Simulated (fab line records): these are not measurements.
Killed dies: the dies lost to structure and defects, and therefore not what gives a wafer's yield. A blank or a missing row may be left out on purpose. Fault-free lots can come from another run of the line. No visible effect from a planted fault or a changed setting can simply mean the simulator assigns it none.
fab line records    flow nand-harc
[record] lots = 24  wafers = 72  last-day = 25
route steps=1159 shown A_SLIT@779 A_SIN_REMOVE@808 A_CONTACT@865
lots with no fault: from the same line, run without faults
start-h: start of the lot's first displayed wafer, in hours after the record's first day    wait-h: how many hours have passed since the lot's step before this one    " identical to the entry in the row above    L1.1+2: one row covering several wafers at once    - no value present, or no start provided    * or withheld: withheld    < > ~ a bound
route shown NAME@n: a module of which the file shows steps, and the number in the route of the first    usual: mean/standard deviation taken from wafers without a fault    same: alike in all rows    chamber/n: place in a boat    sites: per-site readings    _std_site: how widely they spread, as a standard deviation    _edge_site: the outer-site mean with the inner-site mean subtracted    radius-mm: how far each site lies from the wafer's centre    mask NAME#n: copy n    behind: tool/chamber where the wafer was last shaped    hold: why the lot was held/for how many hours/how that ended    device: names the non-switching transistor (n, p or np)    end of line: the route-end tests of the same wafers    step lacking rows: just its recipe    killed: dies that structure and defects cost at the first sort, which is not the same as the wafer's yield    map: shows each die of a wafer: x if killed, . if not, _ if none is there
set.NAME: the setting that was run; set.NAME@STEP: the one run at that earlier step    model.NAME: the simulator's own value behind a step, which no gauge read
a sample of lots followed through the steps of the route, with each step as a table and each wafer as a row
services: the hour from which a tool's chamber was out of use, counted from the record's first day as start-h (under 0 if before that day), plus the number of hours and why
[[steps]]
[step NHARC_A_SLIT_DEP_25]
[recipe] target-thk-a = 2000  temp-c = 400  pressure-torr = 6.5  rf-w = 900  teos-flow-sccm = 161.4  flow-sccm = 2650  target-thk-nm = 200  gas = O2  material = SiO2
[usual] heater-power-outer-w = 310/57  heater-power-w = 566/62  throttle-valve-pct = 15.9/0.61
lot.wafer  tool      chamber  start-h  wait-h  heater-power-outer-w  heater-power-w  since-wet-clean-h  throttle-valve-pct
L075.3     pecvd-01  1        306.45   0.5     277                   528             56                 15.2
L075.1     "         2        "        "       250                   530             56                 15.4
L075.6     "         1        "        "       293                   549             -                  15.4
L074.1     pecvd-03  2        311.40   0.1     258                   575             6                  15.7
L074.5     "         2        "        "       262                   569             -                  16.0
L074.4     "         0        "        "       279                   572             -                  16.0
L077.2     pecvd-03  2        327.88   0.1     302                   610             23                 15.8
L077.4     "         0        "        "       309                   577             -                  16.0
L077.5     "         1        "        "       213                   438             -                  16.6
L078.3     pecvd-01  0        327.97   0.1     273                   491             78                 17.4
L078.1     "         2        "        "       321                   620             78                 15.3
L078.4     "         1        "        "       316                   571             -                  15.3
L076.2     pecvd-02  1        328.19   0.1     353                   547             162                15.6
L076.6     "         0        "        "       396                   630             -                  15.6
L076.4     "         1        "        "       352                   555             -                  15.7
L079.2     pecvd-01  2        348.37   0.1     283                   567             98                 15.4
L079.3     "         1        "        "       344                   633             98                 15.3
L079.6     "         0        "        "       296                   527             -                  17.1
L080.2     pecvd-02  2        348.45   0.1     389                   660             1                  15.4
L080.5     "         1        "        "       373                   600             -                  15.2
L080.6     "         2        "        "       267                   495             -                  15.5
L081.1     pecvd-03  2        362.17   0.1     244                   532             57                 16.1
L081.6     "         2        "        "       247                   555             -                  16.1
L081.4     "         0        "        "       218                   474             -                  16.1
L082.3     pecvd-02  1        369.67   0.1     378                   596             22                 15.4
L082.2     "         0        "        "       351                   587             23                 15.7
L082.5     "         1        "        "       383                   593             -                  15.2
L084.2     pecvd-03  2        375.71   0.2     209                   503             70                 15.9
L084.1     "         0        "        "       334                   619             71                 16.2
L084.6     "         0        "        "       340                   629             -                  16.1
L085.3     pecvd-01  1        375.76   0.3     319                   585             125                15.6
L085.1     "         0        "        "       258                   485             126                17.3
L085.6     "         1        "        "       329                   589             -                  15.6
L083.2     pecvd-02  1        375.83   0.3     343                   531             29                 15.4
L083.1     "         2        "        "       378                   638             29                 15.4
L083.3     "         0        "        "       468                   709             29                 15.2
L088.3     pecvd-01  1        397.07   0.1     316                   593             147                15.6
L088.1     "         0        "        "       287                   517             147                17.4
L088.6     "         0        "        "       301                   528             -                  17.6
L086.1     pecvd-02  1        397.15   0.1     352                   556             50                 15.3
L086.4     "         2        "        "       264                   521             -                  15.5
L086.6     "         0        "        "       382                   607             -                  15.4
L087.3     pecvd-03  2        397.28   0.2     288                   595             92                 16.1
L087.4     "         1        "        "       299                   544             -                  16.3
L087.5     "         2        "        "       305                   597             -                  16.0
L089.3     pecvd-01  1        409.61   0.1     345                   631             159                15.5
L089.5     "         2        "        "       234                   507             -                  15.5
L089.6     "         1        "        "       231                   477             -                  15.6
L090.1     pecvd-02  0        417.58   0.2     416                   659             70                 15.7
L090.3     "         1        "        "       358                   557             70                 15.5
L090.6     "         1        "        "       370                   575             -                  15.2
L091.1     pecvd-03  2        421.53   0.2     305                   616             116                16.2
L091.3     "         1        "        "       302                   560             116                16.3
L091.4     "         2        "        "       298                   613             -                  16.1
L092.1     pecvd-03  0        421.76   0.4     327                   622             117                16.3
L092.3     "         1        "        "       322                   578             117                16.3
L092.6     "         0        "        "       319                   634             -                  16.4
L093.2     pecvd-03  1        434.53   0.1     288                   528             129                16.4
L093.4     "         2        "        "       316                   626             -                  16.0
L093.5     "         1        "        "       290                   540             -                  16.9
L094.1     pecvd-02  2        442.35   0.1     329                   594             95                 15.5
L094.3     "         0        "        "       378                   596             95                 15.6
L094.5     "         1        "        "       349                   559             -                  15.7
L095.1     pecvd-02  2        445.55   0.1     364                   639             98                 15.4
L095.2     "         0        "        "       411                   655             98                 15.3
L095.3     "         1        "        "       314                   523             98                 15.7
L096.1     pecvd-01  0        445.73   0.1     237                   467             14                 17.0
L096.5     "         2        "        "       280                   573             -                  16.0
L096.6     "         0        "        "       250                   468             -                  17.1
L097.3     pecvd-01  2        467.56   0.2     228                   487             36                 16.0
L097.2     "         0        "        "       237                   468             36                 17.3
L097.5     "         2        "        "       231                   479             -                  16.2
[step NHARC_A_SLIT_OVL_MEAS_10]
[usual] overlay-x-nm = -0.3/1.2  overlay-y-nm = 0.0/0.89
lot.wafer  tool        chamber  start-h  wait-h  overlay-x-nm  overlay-y-nm
L075.1     overlay-02  -        310.81   -       1.8           1.4
L075.3     "           -        "        "       1.2           1.4
L075.6     "           -        "        "       1.5           1.2
L074.1     overlay-02  -        315.81   -       0.1           -0.6
L074.4     "           -        "        "       -0.2          -0.6
L074.5     "           -        "        "       0.4           -0.9
L077.2     overlay-02  -        330.92   -       -0.7          -1.7
L077.4     "           -        "        "       -1.0          -1.4
L077.5     "           -        "        "       -1.2          -1.2
L078.1     overlay-01  -        331.07   -       0.5           -0.1
L078.3     "           -        "        "       0.2           -0.4
L078.4     "           -        "        "       1.0           -0.2
L076.2     overlay-02  -        331.22   -       0.4           0.0
L076.4     "           -        "        "       0.8           0.4
L076.6     "           -        "        "       0.6           0.5
L079.2     overlay-01  -        352.07   -       1.4           0.2
L079.3     "           -        "        "       0.8           0.2
L079.6     "           -        "        "       0.9           0.6
L080.2     overlay-02  -        352.58   -       1.1           0.1
L080.5     "           -        "        "       0.1           0.2
L080.6     "           -        "        "       0.7           -0.1
L081.1     overlay-02  -        366.30   -       -0.6          -0.5
L081.4     "           -        "        "       -1.1          -0.3
L081.6     "           -        "        "       -0.6          -0.4
L082.2     overlay-01  -        372.79   -       1.2           -0.7
L082.3     "           -        "        "       0.8           -0.9
L082.5     "           -        "        "       0.7           0.2
L084.1     overlay-01  -        380.21   -       -1.8          1.1
L084.2     "           -        "        "       -1.7          1.1
L084.6     "           -        "        "       -1.9          1.0
L085.1     overlay-01  -        380.57   -       -0.6          -0.7
L085.3     "           -        "        "       -1.3          -1.0
L085.6     "           -        "        "       -0.9          -0.9
L083.1     overlay-02  -        381.87   -       -0.9          0.9
L083.2     "           -        "        "       -1.5          1.0
L083.3     "           -        "        "       -1.3          0.5
L086.1     overlay-02  -        400.16   -       0.3           0.6
L086.4     "           -        "        "       0.7           1.0
L086.6     "           -        "        "       0.0           0.5
L088.1     overlay-01  -        400.34   -       -0.5          -1.2
L088.3     "           -        "        "       -0.2          -1.3
L088.6     "           -        "        "       -0.6          -1.3
L087.3     overlay-02  -        402.14   -       1.5           -0.4
L087.4     "           -        "        "       1.4           -0.4
L087.5     "           -        "        "       1.7           -0.7
L089.3     overlay-01  -        414.00   -       -0.8          -0.3
L089.5     "           -        "        "       -0.5          -0.8
L089.6     "           -        "        "       -1.2          -0.3
L090.1     overlay-02  -        420.55   -       0.7           -0.5
L090.3     "           -        "        "       1.2           0.2
L090.6     "           -        "        "       0.4           -0.4
L091.1     overlay-02  -        425.85   -       -1.4          1.0
L091.3     "           -        "        "       -1.7          0.4
L091.4     "           -        "        "       -1.5          1.0
L092.1     overlay-01  -        427.14   -       -0.7          -0.9
L092.3     "           -        "        "       -0.4          0.2
L092.6     "           -        "        "       -0.7          0.2
L093.2     overlay-02  -        437.44   -       -0.6          0.0
L093.4     "           -        "        "       -0.9          -0.7
L093.5     "           -        "        "       0.0           -0.4
L094.1     overlay-01  -        446.25   -       -0.1          2.0
L094.3     "           -        "        "       0.4           2.0
L094.5     "           -        "        "       0.2           2.2
L095.1     overlay-02  -        448.94   -       -2.9          -1.2
L095.2     "           -        "        "       -3.4          -1.6
L095.3     "           -        "        "       -3.0          -1.5
L096.1     overlay-01  -        449.29   -       -0.5          1.0
L096.5     "           -        "        "       -0.6          1.3
L096.6     "           -        "        "       -1.1          1.9
L097.2     overlay-02  -        472.41   -       -1.8          0.0
L097.3     "           -        "        "       -2.3          0.8
L097.5     "           -        "        "       -1.7          0.3
[step NHARC_A_SLIT_ETCH_17]
[recipe] bias-v = 900  source-w = withheld  pressure-mtorr = 20  ar-flow-sccm = 375  c4f8-flow-sccm = 83.3  o2-flow-sccm = 41.7  time-s = 1687.5  target-depth-a = 1.01e+05  chemistry = C4F8/O2/Ar
[usual] drypump-motor-current-A = 5.5/0.37  showerhead-plenum-p-Torr = 3.72/0.071  throttle-valve-pct = 32.047/0.0097
[same] time-s = 1687.5
lot.wafer  tool         chamber  start-h  wait-h  drypump-motor-current-A  rf-hours-counter-h  showerhead-plenum-p-Torr  throttle-valve-pct
L075.1     har-etch-02  1        319.82   -       5.8                      165                 3.66                      32.055
L075.3     "            0        "        "       5.6                      -                   3.67                      32.045
L075.6     "            0        "        "       5.6                      -                   3.67                      32.063
L074.1     har-etch-01  0        322.25   -       5.0                      0                   3.80                      32.032
L074.4     "            0        "        "       4.9                      -                   3.80                      32.056
L074.5     "            0        "        "       5.0                      -                   3.80                      32.045
L077.2     har-etch-01  0        332.04   -       5.0                      6                   3.80                      32.046
L077.4     "            0        "        "       4.9                      -                   3.80                      32.036
L077.5     "            1        "        "       5.8                      -                   3.80                      32.025
L078.1     har-etch-02  0        332.23   -       5.5                      174                 3.67                      32.048
L078.4     "            1        "        "       5.9                      -                   3.65                      32.051
L078.3     "            0        "        "       5.5                      -                   3.67                      32.034
L076.2     har-etch-01  0        333.48   -       5.0                      7                   3.80                      32.045
L076.4     "            0        "        "       4.9                      -                   3.80                      32.049
L076.6     "            1        "        "       5.8                      -                   3.80                      32.056
L079.2     har-etch-01  0        353.18   -       5.0                      13                  3.80                      32.042
L079.3     "            1        "        "       5.8                      -                   3.80                      32.048
L079.6     "            1        "        "       5.8                      -                   3.80                      32.044
L080.2     har-etch-02  0        353.69   -       5.5                      183                 3.66                      32.049
L080.5     "            1        "        "       5.9                      -                   3.65                      32.042
L080.6     "            0        "        "       5.6                      -                   3.66                      32.020
L081.1     har-etch-01  0        369.94   -       4.9                      18                  3.79                      32.049
L081.4     "            1        "        "       5.8                      -                   3.79                      32.037
L081.6     "            0        "        "       4.9                      -                   3.79                      32.038
L082.2     har-etch-02  0        374.81   -       5.6                      193                 3.66                      32.048
L082.3     "            0        "        "       5.6                      -                   3.66                      32.045
L082.5     "            1        "        "       5.9                      -                   3.64                      32.043
L084.2     har-etch-02  0        381.08   -       5.6                      194                 3.66                      32.058
L084.1     "            1        "        "       5.9                      194                 3.64                      32.027
L084.6     "            0        "        "       5.6                      -                   3.66                      32.061
L085.1     har-etch-01  1        383.71   -       5.8                      27                  3.79                      32.034
L085.3     "            0        "        "       5.0                      -                   3.79                      32.062
L085.6     "            0        "        "       5.0                      -                   3.79                      32.050
L083.1     har-etch-01  0        385.38   -       5.0                      29                  3.79                      32.038
L083.2     "            1        "        "       5.8                      29                  3.79                      32.044
L083.3     "            1        "        "       5.8                      -                   3.79                      32.034
L086.1     har-etch-02  1        401.03   -       5.9                      203                 3.64                      32.048
L086.4     "            1        "        "       5.9                      -                   3.64                      32.059
L086.6     "            1        "        "       5.9                      -                   3.64                      32.025
L088.1     har-etch-01  0        401.20   -       5.0                      34                  3.78                      32.041
L088.3     "            1        "        "       5.8                      -                   3.78                      32.023
L088.6     "            1        "        "       5.8                      -                   3.78                      32.054
L087.4     har-etch-02  1        403.50   -       5.8                      -                   3.64                      32.049
L087.3     "            0        "        "       5.6                      -                   3.65                      32.058
L087.5     "            0        "        "       5.6                      -                   3.65                      32.045
L089.3     har-etch-01  1        415.62   -       5.8                      -                   3.78                      32.048
L089.5     "            0        "        "       5.0                      -                   3.78                      32.058
L089.6     "            1        "        "       5.8                      -                   3.78                      32.055
L090.1     har-etch-02  0        421.68   -       5.6                      210                 3.65                      32.054
L090.3     "            0        "        "       5.6                      -                   3.65                      32.070
L090.6     "            0        "        "       5.6                      -                   3.65                      32.041
L091.1     har-etch-01  0        429.18   -       4.9                      45                  3.78                      32.048
L091.3     "            1        "        "       5.8                      -                   3.78                      32.058
L091.4     "            0        "        "       4.9                      -                   3.78                      32.068
L092.1     har-etch-01  1        430.62   -       5.8                      47                  3.78                      32.054
L092.3     "            0        "        "       5.0                      -                   3.78                      32.047
L092.6     "            1        "        "       5.8                      -                   3.78                      32.045
L093.2     har-etch-02  1        439.32   -       5.9                      224                 3.63                      32.056
L093.4     "            1        "        "       5.9                      -                   3.63                      32.058
L093.5     "            0        "        "       5.6                      -                   3.64                      32.051
L094.1     har-etch-01  1        447.38   -       5.8                      56                  3.77                      32.037
L094.3     "            1        "        "       5.8                      -                   3.77                      32.048
L094.5     "            0        "        "       5.0                      -                   3.77                      32.037
L095.2     har-etch-02  1        449.80   -       5.9                      229                 3.63                      32.026
L095.1     "            0        "        "       5.6                      229                 3.64                      32.044
L095.3     "            0        "        "       5.6                      -                   3.64                      32.054
L096.1     har-etch-01  1        450.16   -       5.8                      57                  3.77                      32.048
L096.5     "            1        451.16   -       5.8                      -                   3.77                      32.056
L096.6     "            0        "        "       5.0                      -                   3.77                      32.035
L097.2     har-etch-02  1        477.18   -       5.9                      242                 3.62                      32.045
L097.3     "            0        "        "       5.6                      -                   3.63                      32.058
L097.5     "            1        "        "       5.9                      -                   3.62                      32.039
[step NHARC_A_SLIT_ETCH_26]
[recipe] bias-v = 400  source-w = 2000  pressure-mtorr = 25  time-s = 90  ar-flow-sccm = 375  c4f8-flow-sccm = 41.7  o2-flow-sccm = 83.3  target-depth-a = 4000  chemistry = C4F8/O2/Ar
[usual] drypump-motor-current-A = 5.5/0.37  showerhead-plenum-p-Torr = 3.76/0.073  throttle-valve-pct = 27.619/0.0083
[same] time-s = 90
lot.wafer  tool         chamber  start-h  wait-h  drypump-motor-current-A  rf-hours-counter-h  showerhead-plenum-p-Torr  throttle-valve-pct
L075.1     har-etch-02  1        321.07   1.0     5.9                      166                 3.69                      27.618
L075.3     "            0        "        "       5.6                      -                   3.70                      27.615
L075.6     "            0        "        "       5.6                      -                   3.70                      27.620
L074.1     har-etch-01  0        323.51   1.0     5.0                      1                   3.84                      27.626
L074.4     "            0        "        "       5.0                      -                   3.84                      27.625
L074.5     "            0        "        "       5.0                      -                   3.84                      27.614
L077.2     har-etch-01  0        333.32   1.0     5.0                      7                   3.84                      27.621
L077.4     "            0        "        "       5.0                      -                   3.84                      27.612
L077.5     "            1        "        "       5.8                      -                   3.83                      27.601
L078.1     har-etch-02  0        333.49   1.0     5.6                      175                 3.70                      27.620
L078.4     "            1        "        "       5.9                      -                   3.69                      27.630
L078.3     "            0        "        "       5.6                      -                   3.70                      27.619
L076.2     har-etch-01  0        334.97   1.2     5.0                      8                   3.83                      27.610
L076.4     "            0        "        "       4.9                      -                   3.83                      27.605
L076.6     "            1        "        "       5.8                      -                   3.83                      27.610
L079.2     har-etch-01  0        354.44   1.0     4.9                      14                  3.83                      27.621
L079.3     "            1        "        "       5.8                      -                   3.83                      27.639
L079.6     "            1        "        "       5.8                      -                   3.83                      27.617
L080.2     har-etch-02  0        354.97   1.0     5.6                      185                 3.69                      27.630
L080.5     "            1        "        "       5.9                      -                   3.68                      27.603
L080.6     "            0        "        "       5.6                      -                   3.69                      27.607
L081.1     har-etch-01  0        371.42   1.2     5.0                      19                  3.83                      27.613
L081.4     "            1        "        "       5.8                      -                   3.83                      27.627
L081.6     "            0        "        "       5.0                      -                   3.83                      27.616
L082.2     har-etch-02  0        376.08   1.0     5.6                      194                 3.69                      27.621
L082.3     "            0        "        "       5.6                      -                   3.69                      27.615
L082.5     "            1        "        "       5.9                      -                   3.68                      27.610
L084.2     har-etch-02  0        382.58   1.3     5.6                      195                 3.69                      27.621
L084.1     "            1        "        "       5.9                      195                 3.68                      27.626
L084.6     "            0        "        "       5.6                      -                   3.69                      27.609
L085.1     har-etch-01  1        385.19   1.2     5.8                      28                  3.82                      27.622
L085.3     "            0        "        "       5.0                      -                   3.82                      27.613
L085.6     "            0        "        "       5.0                      -                   3.82                      27.626
L083.1     har-etch-01  0        386.90   1.3     4.9                      30                  3.82                      27.615
L083.2     "            1        "        "       5.8                      30                  3.82                      27.638
L083.3     "            1        "        "       5.8                      -                   3.82                      27.629
L086.1     har-etch-02  1        402.54   1.3     5.9                      205                 3.67                      27.629
L086.4     "            1        "        "       5.9                      -                   3.67                      27.610
L086.6     "            1        "        "       5.9                      -                   3.67                      27.619
L088.1     har-etch-01  0        402.69   1.2     5.0                      35                  3.82                      27.622
L088.3     "            1        "        "       5.8                      -                   3.82                      27.623
L088.6     "            1        "        "       5.8                      -                   3.82                      27.621
L087.4     har-etch-02  1        404.55   0.8     5.9                      -                   3.67                      27.622
L087.3     "            0        "        "       5.6                      -                   3.68                      27.600
L087.5     "            0        "        "       5.6                      -                   3.68                      27.626
L089.3     har-etch-01  1        416.47   0.6     5.8                      -                   3.82                      27.594
L089.5     "            0        "        "       4.9                      -                   3.82                      27.626
L089.6     "            1        "        "       5.8                      -                   3.82                      27.610
L090.1     har-etch-02  0        422.94   1.0     5.6                      212                 3.68                      27.623
L090.3     "            0        "        "       5.5                      -                   3.68                      27.618
L090.6     "            0        "        "       5.6                      -                   3.68                      27.620
L091.1     har-etch-01  0        430.46   1.0     4.9                      46                  3.81                      27.625
L091.3     "            1        "        "       5.8                      -                   3.81                      27.619
L091.4     "            0        "        "       4.9                      -                   3.81                      27.621
L092.1     har-etch-01  1        432.11   1.2     5.8                      48                  3.81                      27.605
L092.3     "            0        "        "       5.0                      -                   3.81                      27.627
L092.6     "            1        "        "       5.8                      -                   3.81                      27.618
L093.2     har-etch-02  1        440.60   1.0     5.9                      225                 3.66                      27.618
L093.4     "            1        "        "       5.9                      -                   3.66                      27.620
L093.5     "            0        "        "       5.6                      -                   3.67                      27.608
L094.1     har-etch-01  1        448.64   1.0     5.8                      57                  3.81                      27.612
L094.3     "            1        "        "       5.8                      -                   3.81                      27.615
L094.5     "            0        "        "       4.9                      -                   3.81                      27.620
L095.2     har-etch-02  1        451.30   1.2     5.9                      230                 3.66                      27.613
L095.1     "            0        "        "       5.6                      230                 3.67                      27.628
L095.3     "            0        "        "       5.6                      -                   3.67                      27.613
L096.1     har-etch-01  1        451.66   1.2     5.8                      59                  3.81                      27.634
L096.5     "            1        "        "       5.9                      -                   3.81                      27.618
L096.6     "            0        "        "       4.9                      -                   3.81                      27.628
L097.2     har-etch-02  1        478.47   1.0     5.9                      243                 3.65                      27.617
L097.3     "            0        "        "       5.6                      -                   3.66                      27.607
L097.5     "            1        "        "       5.8                      -                   3.65                      27.624
[step NHARC_A_SIN_REMOVE_INSPECT_04]
[usual] raw-defect-count = 310/79
lot.wafer  tool               chamber  start-h  wait-h  raw-defect-count
L075.1     defect-inspect-02  -        329.86   0.0     243
L075.3     "                  -        "        "       246
L075.6     "                  -        "        "       366
L074.1     defect-inspect-01  -        329.87   0.0     351
L074.4     "                  -        "        "       298
L074.5     "                  -        "        "       229
L077.2     defect-inspect-02  -        342.23   0.0     344
L077.4     "                  -        "        "       412
L077.5     "                  -        "        "       299
L078.1     defect-inspect-01  -        342.23   0.0     354
L078.3     "                  -        "        "       425
L078.4     "                  -        "        "       384
L076.2     defect-inspect-02  -        342.29   0.1     353
L076.4     "                  -        "        "       358
L076.6     "                  -        "        "       323
L079.2     defect-inspect-01  -        363.65   0.0     217
L079.3     "                  -        "        "       186
L079.6     "                  -        "        "       256
L080.2     defect-inspect-01  -        363.70   0.0     368
L080.5     "                  -        "        "       433
L080.6     "                  -        "        "       297
L081.1     defect-inspect-02  -        380.31   0.0     388
L081.4     "                  -        "        "       302
L081.6     "                  -        "        "       276
L082.2     defect-inspect-01  -        384.95   0.0     342
L082.3     "                  -        "        "       285
L082.5     "                  -        "        "       566
L085.1     defect-inspect-01  -        391.37   0.0     313
L085.3     "                  -        "        "       208
L085.6     "                  -        "        "       320
L084.1     defect-inspect-01  -        391.41   0.0     234
L084.2     "                  -        "        "       292
L084.6     "                  -        "        "       217
L083.1     defect-inspect-02  -        395.85   0.0     211
L083.2     "                  -        "        "       245
L083.3     "                  -        "        "       382
L088.1     defect-inspect-02  -        411.36   0.0     325
L088.3     "                  -        "        "       277
L088.6     "                  -        "        "       288
L087.3     defect-inspect-01  -        411.36   0.0     277
L087.4     "                  -        "        "       491
L087.5     "                  -        "        "       251
L086.1     defect-inspect-02  -        411.41   0.0     252
L086.4     "                  -        "        "       195
L086.6     "                  -        "        "       291
L089.3     defect-inspect-02  -        425.36   0.0     272
L089.5     "                  -        "        "       431
L089.6     "                  -        "        "       201
L090.1     defect-inspect-01  -        431.78   0.0     301
L090.3     "                  -        "        "       316
L090.6     "                  -        "        "       345
L091.1     defect-inspect-01  -        439.31   0.0     344
L091.3     "                  -        "        "       221
L091.4     "                  -        "        "       280
L092.1     defect-inspect-02  -        439.32   0.0     367
L092.3     "                  -        "        "       535
L092.6     "                  -        "        "       588
L093.2     defect-inspect-02  -        449.40   0.0     376
L093.4     "                  -        "        "       307
L093.5     "                  -        "        "       436
L094.1     defect-inspect-02  -        457.41   0.0     240
L094.3     "                  -        "        "       263
L094.5     "                  -        "        "       309
L095.1     defect-inspect-01  -        462.20   0.0     254
L095.2     "                  -        "        "       408
L095.3     "                  -        "        "       266
L096.1     defect-inspect-02  -        462.20   0.0     269
L096.5     "                  -        "        "       374
L096.6     "                  -        "        "       268
L097.2     defect-inspect-01  -        486.52   0.0     244
L097.3     "                  -        "        "       186
L097.5     "                  -        "        "       341
[step NHARC_A_CONTACT_ETCH_114]
[recipe] source-w = withheld  pressure-mtorr = 20  bias-v = 3000  time-s = 94  target-depth-a = 9220  ar-flow-sccm = withheld  c4f8-flow-sccm = withheld  o2-flow-sccm = withheld  chemistry = C4F8/O2/Ar
[same] time-s = 94
lot.wafer  tool             chamber  start-h  wait-h  rf-hours-counter-h
L075.1     har-cap-etch-02  1        370.87   0.1     8
L075.3     "                0        "        "       -
L075.6     "                0        "        "       -
L074.1     har-cap-etch-01  0        370.93   0.1     53
L074.4     "                1        "        "       -
L074.5     "                0        "        "       -
L077.2     har-cap-etch-01  0        375.44   0.1     55
L077.4     "                0        "        "       -
L077.5     "                1        "        "       -
L076.2     har-cap-etch-03  1        375.66   0.1     83
L076.4     "                0        "        "       -
L076.6     "                1        "        "       -
L078.1     har-cap-etch-02  0        379.98   0.1     12
L078.4     "                1        "        "       -
L078.3     "                0        "        "       -
L080.2     har-cap-etch-03  0        401.98   0.1     88
L080.6     "                1        "        "       -
L080.5     "                0        "        "       -
L079.2     har-cap-etch-02  0        404.34   0.1     15
L079.3     "                1        "        "       -
L079.6     "                0        "        "       -
L081.1     har-cap-etch-02  1        413.94   0.1     16
L081.4     "                0        "        "       -
L081.6     "                0        "        "       -
L082.2     har-cap-etch-01  0        415.02   0.1     62
L082.3     "                1        "        "       -
L082.5     "                0        "        "       -
L085.1     har-cap-etch-01  0        429.52   0.1     65
L085.3     "                0        "        "       -
L085.6     "                0        "        "       -
L084.2     har-cap-etch-02  0        430.93   0.1     19
L084.1     "                1        "        "       19
L084.6     "                0        "        "       -
L083.1     har-cap-etch-01  0        437.66   0.1     66
L083.2     "                1        "        "       66
L083.3     "                0        "        "       -
L087.3     har-cap-etch-01  1        444.27   0.1     -
L087.4     "                0        "        "       -
L087.5     "                1        "        "       -
L088.1     har-cap-etch-01  1        447.73   0.1     68
L088.3     "                1        "        "       -
L088.6     "                0        "        "       -
L086.1     har-cap-etch-03  1        449.14   0.1     96
L086.4     "                0        "        "       -
L086.6     "                0        "        "       -
L089.3     har-cap-etch-02  0        458.84   0.1     -
L089.5     "                1        "        "       -
L089.6     "                0        "        "       -
L090.1     har-cap-etch-02  0        463.23   0.1     25
L090.3     "                0        "        "       -
L090.6     "                1        "        "       -
L092.1     har-cap-etch-01  0        475.78   0.1     73
L092.3     "                1        "        "       -
L092.6     "                1        "        "       -
L091.1     har-cap-etch-03  0        476.39   0.1     101
L091.4     "                1        "        "       -
L091.3     "                0        "        "       -
L093.2     har-cap-etch-01  1        482.26   0.1     75
L093.4     "                0        "        "       -
L093.5     "                1        "        "       -
L094.1     har-cap-etch-01  0        493.42   0.1     77
L094.3     "                1        "        "       -
L094.5     "                0        "        "       -
L096.1     har-cap-etch-02  0        499.09   0.1     30
L096.5     "                0        "        "       -
L096.6     "                1        "        "       -
L095.1     har-cap-etch-03  0        505.44   0.1     105
L095.2     "                1        "        "       105
L095.3     "                0        "        "       -
L097.2     har-cap-etch-01  1        526.52   0.1     83
L097.3     "                0        "        "       -
L097.5     "                1        "        "       -
[[services]]
tool             chamber  start-h  hours  kind
har-cap-etch-01  -        286.64   1.1    repair
har-cap-etch-02  -        291.54   1.0    repair
pecvd-03         -        292.26   13.0   pm
pecvd-03         0        292.26   13.0   vent-cycle
har-etch-01      -        305.00   17.0   pm
har-etch-01      0        305.00   17.0   vent-cycle
har-etch-01      1        305.00   17.0   vent-cycle
har-cap-etch-02  -        305.11   17.0   pm
har-etch-02      -        307.38   0.0    repair
pecvd-03         2        319.22   5.1    repair
har-etch-01      0        322.00   -      clean
har-etch-01      0        322.00   -      consumable-replace:focus-ring
har-etch-01      1        322.00   -      clean
har-etch-01      1        322.00   -      consumable-replace:focus-ring
pecvd-02         -        334.27   13.0   pm
pecvd-01         -        418.39   13.0   pm
pecvd-01         -        448.27   0.9    repair
pecvd-01         2        457.95   3.3    repair
pecvd-03         -        473.26   13.0   pm
har-cap-etch-02  -        484.75   1.8    repair
pecvd-02         -        515.27   13.0   pm
har-cap-etch-01  -        518.75   0.1    repair
har-etch-02      -        523.49   1.2    repair
pecvd-01         2        524.80   6.5    repair
[[key]]
fault none
